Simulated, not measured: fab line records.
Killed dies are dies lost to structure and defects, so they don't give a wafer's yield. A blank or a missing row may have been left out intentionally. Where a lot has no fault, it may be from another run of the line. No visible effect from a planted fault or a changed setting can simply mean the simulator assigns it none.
Matching of chambers ; flow n5 finfet ; N5_BEOL_M5_PECVD_70 on pecvd-01 has 3 sister chambers
The step deposits SiO2 from TEOS/O2, target thk 16 nm, time 18 s. 6 wafers are shown with their chamber, then 8 later ones without.

WAFERS PAIRED WITH THEIR CHAMBERS
wafer;chamber;throttle valve pct (%);showerhead plenum p Torr (Torr)
L078.6;2;21.8;8.79
L080.4;1;25.3;8.84
L089.2;1;25.3;8.84
L089.4;0;21.6;8.74
L089.5;2;22.0;8.80
L091.2;0;21.5;8.75

WAFERS MISSING THEIR CHAMBER
wafer;throttle valve pct (%);showerhead plenum p Torr (Torr)
L091.4;25.2;8.82
L091.5;21.8;8.78
L094.2;25.4;8.84
L094.3;22.3;8.79
L094.4;25.1;8.83
L097.2;22.1;8.81
L097.4;21.9;8.79
L097.6;21.6;8.76

THE CHAMBER EACH PASSED THROUGH
wafer;from the rows above;in truth
L091.4;1;1
L091.5;2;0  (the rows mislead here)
L094.2;1;1
L094.3;2;2
L094.4;1;1
L097.2;2;2
L097.4;2;2
L097.6;0;0
Correctly placed: 7 of 8. Not placeable from these rows: 0. Placed wrongly: 1.
How it was worked out, from the rows above alone: a wafer's distance from a chamber is the root of the sum, over the readings, of the square of ((its reading less the chamber's mean) divided by the reading's scatter). The wafer belongs to the nearest chamber; if the next one is less than 2 further off, it can't be placed. For every chamber, the mean is computed from those of its wafers that are shown. How the scatter is found: for the shown wafers, subtract from each reading the mean of its chamber, square and add these, divide the total by (wafers less chambers), then take the root.
